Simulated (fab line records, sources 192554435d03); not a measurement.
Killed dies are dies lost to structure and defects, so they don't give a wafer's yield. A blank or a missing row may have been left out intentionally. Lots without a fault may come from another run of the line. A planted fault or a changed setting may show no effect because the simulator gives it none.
The tool behind it: which one?	flow n5_finfet	10 lots, 30 wafers sampled, at 5 steps of a route of 1938

## WHAT THE GAUGES SHOWED, per wafer
N5_BEOL_M4_RC_MEAS_101.
lot	measured	on	DIBL_N (mV/V)	DIBL_P (mV/V)	IOFF_N (nA/um)	IOFF_P (nA/um)	ION_N (uA/um)	ION_P (uA/um)	SS_N (mV/dec)	SS_P (mV/dec)	VT_N (mV)	VT_P (mV)
L956	day 8 15:29	prober-01	35.6 39.3 37.9	34.3 38.9 37.1	0.13 0.22 0.19	0.14 0.20 0.18	654 684 686	441 455 455	71.5 73.0 72.5	72.4 73.8 73.3	255 247 249	-257 -256 -254
L958	day 9 05:58	prober-01	35.3 36.9 31.4	35.4 36.0 29.3	0.15 0.16 0.09	0.19 0.18 0.12	690 677 657	464 453 449	71.8 71.4 70.0	73.3 72.7 71.3	245 250 256	-253 -255 -259
L961	day 9 12:27	prober-02	35.6 33.2 32.8	35.9 32.4 32.0	0.15 0.11 0.11	0.20 0.14 0.15	677 669 647	461 459 454	71.1 70.3 71.4	73.5 71.7 72.9	253 255 253	-249 -254 -253
L967	day 11 11:31	prober-02	34.3 39.5 32.7	34.2 41.3 31.6	0.13 0.25 0.11	0.17 0.31 0.14	660 712 669	454 480 457	71.3 72.6 70.9	71.9 74.3 72.1	251 242 253	-253 -243 -254
L968	day 11 18:20	prober-02	33.6 35.7 34.1	33.6 36.7 34.6	0.15 0.18 0.16	0.20 0.24 0.22	688 682 700	480 469 479	70.6 71.7 71.4	72.4 72.5 72.1	246 248 246	-248 -248 -250
L971	day 11 20:48	prober-02	38.6 33.9 39.1	39.2 33.0 38.8	0.20 0.12 0.18	0.24 0.15 0.23	681 668 672	474 460 464	72.1 71.0 71.7	73.5 72.4 73.8	248 252 251	-249 -255 -251
L973	day 12 05:58	prober-01	33.1 32.3 33.5	32.2 31.9 33.4	0.11 0.11 0.13	0.15 0.15 0.16	662 682 668	448 472 456	69.8 70.4 71.0	71.9 73.0 72.7	252 253 251	-255 -253 -251
L972	day 12 14:50	prober-01	37.6 35.6 38.4	37.1 36.4 37.6	0.17 0.13 0.22	0.22 0.20 0.24	678 662 669	467 464 460	71.9 71.2 72.4	73.8 72.4 73.7	248 254 249	-246 -250 -248
L976	day 13 15:20	prober-01	35.9 39.2 35.8	34.1 39.1 33.8	0.13 0.20 0.13	0.15 0.22 0.14	656 709 668	449 469 445	71.6 72.2 71.5	72.8 74.6 73.2	255 245 254	-254 -253 -261
L979	day 14 14:02	prober-02	38.0 36.1 36.0	40.0 37.1 36.9	0.22 0.18 0.17	0.26 0.23 0.21	710 701 689	477 476 467	72.6 71.7 71.4	73.7 73.3 73.6	242 247 246	-247 -250 -250

## WHICH TOOL RAN EACH LOT (tool, then ch and the chambers of the sampled wafers, then the start)
lot	N5_BEOL_M1_SPUTTER_90	N5_BEOL_M1_PRE_CLEAN_60	N5_BEOL_M1_DEP_57	N5_BEOL_M2_ETCH_63
L956	pvd_sputter-02, day 6 16:11	cvd_co-01 ch 0,1,2, day 6 17:40	pecvd-03 ch 0,2, day 6 17:49	rie_diel-03 ch 2,3, day 6 20:08
L958	pvd_sputter-03, day 6 21:55	cvd_co-02 ch 0,1, day 6 23:37	pecvd-01 ch 0,1, day 6 23:47	rie_diel-01 ch 0,1,3, day 7 02:38
L961	pvd_sputter-02, day 7 14:07	cvd_co-02 ch 0,1, day 7 15:42	pecvd-03 ch 0,1,2, day 7 15:52	rie_diel-05 ch 0,1, day 7 18:53
L967	pvd_sputter-02, day 9 15:22	cvd_co-02 ch 0,1,2, day 9 16:52	pecvd-01 ch 0,1, day 9 17:02	rie_diel-05 ch 0,1,2, day 9 18:03
L968	pvd_sputter-02, day 10 00:08	cvd_co-01 ch 1,2, day 10 01:37	pecvd-01 ch 0,1, day 10 01:47	rie_diel-03 ch 0,1,3, day 10 02:57
L971	pvd_sputter-02, day 10 10:49	cvd_co-02 ch 0,1,2, day 10 12:17	pecvd-01 ch 0,1, day 10 12:28	rie_diel-05 ch 0,3, day 10 14:08
L973	pvd_sputter-01, day 10 15:58	cvd_co-02 ch 1,2, day 10 17:28	pecvd-04 ch 0,2, day 10 17:37	rie_diel-03 ch 1,2,3, day 10 18:41
L972	pvd_sputter-03, day 10 16:16	cvd_co-01 ch 0,1, day 10 18:22	pecvd-04 ch 0,1,2, day 10 18:32	rie_diel-05 ch 0,1,3, day 10 22:52
L976	pvd_sputter-01, day 11 13:37	cvd_co-01 ch 0,1,2, day 11 15:41	pecvd-01 ch 0,1,2, day 11 15:52	rie_diel-01 ch 2,3, day 11 18:14
L979	pvd_sputter-02, day 12 07:28	cvd_co-01 ch 0,2, day 12 08:58	pecvd-01 ch 0,1, day 12 09:08	rie_diel-01 ch 0,1,3, day 12 10:37
- N5_BEOL_M1_SPUTTER_90: material Cu, target thk 4.5 nm, time 8.29 s.
- N5_BEOL_M1_PRE_CLEAN_60: time 15 s.
- N5_BEOL_M1_DEP_57: deposits SiCN from 3MS/NH3, target thk 8 nm, time 14 s.
- N5_BEOL_M2_ETCH_63: etches SiARC in CF4, target depth 15.6 nm, time 26 s.

## AS READ BY THE TOOLS THEMSELVES (means over the sampled wafers that have a number; for cases with no such wafer, the mark the record gives instead)
N5_BEOL_M1_SPUTTER_90.
lot	tool	throttle_valve_pct (%)
L956	pvd_sputter-02	30.1
L958	pvd_sputter-03	31.7
L961	pvd_sputter-02	30.5
L967	pvd_sputter-02	30.5
L968	pvd_sputter-02	30.7
L971	pvd_sputter-02	30.6
L973	pvd_sputter-01	31.0
L972	pvd_sputter-03	29.2
L976	pvd_sputter-01	30.9
L979	pvd_sputter-02	30.3

N5_BEOL_M1_PRE_CLEAN_60.
lot	tool	heater_power_w (W)
L956	cvd_co-01	91
L958	cvd_co-02	106
L961	cvd_co-02	107
L967	cvd_co-02	94
L968	cvd_co-01	75
L971	cvd_co-02	93
L973	cvd_co-02	118
L972	cvd_co-01	88
L976	cvd_co-01	93
L979	cvd_co-01	97

N5_BEOL_M1_DEP_57.
lot	tool	showerhead_plenum_p_Torr (Torr)	throttle_valve_pct (%)
L956	pecvd-03	3.661	8.9
L958	pecvd-01	3.660	8.8
L961	pecvd-03	3.658	8.9
L967	pecvd-01	3.661	8.8
L968	pecvd-01	3.658	8.7
L971	pecvd-01	3.654	9.4
L973	pecvd-04	3.658	8.6
L972	pecvd-04	3.666	8.6
L976	pecvd-01	3.654	8.8
L979	pecvd-01	3.651	9.2

N5_BEOL_M2_ETCH_63.
lot	tool	drypump_motor_current_A (A)	etch_rf_on_time_s (s)	oes_product_au (a.u.)	rf_vpp_V (V)	showerhead_plenum_p_Torr (Torr)	throttle_valve_pct (%)
L956	rie_diel-03	5.7	24.6	0.73	184.0	2.14	15.50
L958	rie_diel-01	5.7	25.8	0.66	184.6	2.14	15.65
L961	rie_diel-05	5.8	25.8	0.72	184.6	2.18	15.45
L967	rie_diel-05	5.8	25.2	0.73	184.0	2.14	15.61
L968	rie_diel-03	5.5	25.0	0.64	184.4	2.14	15.83
L971	rie_diel-05	5.5	22.4	0.78	183.3	2.09	15.71
L973	rie_diel-03	5.6	24.9	0.65	183.8	2.09	15.71
L972	rie_diel-05	5.6	22.8	0.75	184.5	2.13	15.60
L976	rie_diel-01	5.8	25.1	0.78	184.8	2.21	15.52
L979	rie_diel-01	5.7	25.7	0.69	184.7	2.21	15.56

## THE ANSWER, worked out from the rows above alone
Rule: the usual values come from the lots themselves. Put in order of their means at a reading, lots are off if they are a third of the lots or fewer, leave a main group of 4 or more, and stand apart from it by a gap of 3 or more times the standard deviation of the main group's means; of several such gaps the widest counts. A main group is skipped when, at the precision printed for the reading in the tables above, its means are all equal. A lot without any number at a reading at which 4 lots or more have one is off too. All remaining lots with rows at the step are treated as sound. After the gauges, taken in route order, come the tools' own readings; for these a lot's mean is taken, as printed above. The first step at which some lot is off is used, and at that step the reading that is off furthest; a lot without a number counts as furthest.
Off at N5_BEOL_M2_ETCH_63 (etch_rf_on_time_s): L971, L972. Mean 25.3 s and standard deviation 0.42 in the main group.
If a tool, at that step or one of the process steps before it, ran each lot that is off and ran no sound lot following the first of them, it fits. One fits: N5_BEOL_M2_ETCH_63 on rie_diel-05. Its last sound lot is L967 (day 9 18:03), its first lot that is off L971 (day 10 14:08): a fault that began between those two fits.
On the lots that are off, the tool's own readings at N5_BEOL_M2_ETCH_63 differ by more than 5 times the standard deviation of the sound lots' means, which bears it out; etch_rf_on_time_s reads 22.6 s there versus 25.3 s on the sound lots.

## WHAT THE SIMULATOR PUT IN
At N5_BEOL_M2_ETCH_63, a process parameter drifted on rie_diel-05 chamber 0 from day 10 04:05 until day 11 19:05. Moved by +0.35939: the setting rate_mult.
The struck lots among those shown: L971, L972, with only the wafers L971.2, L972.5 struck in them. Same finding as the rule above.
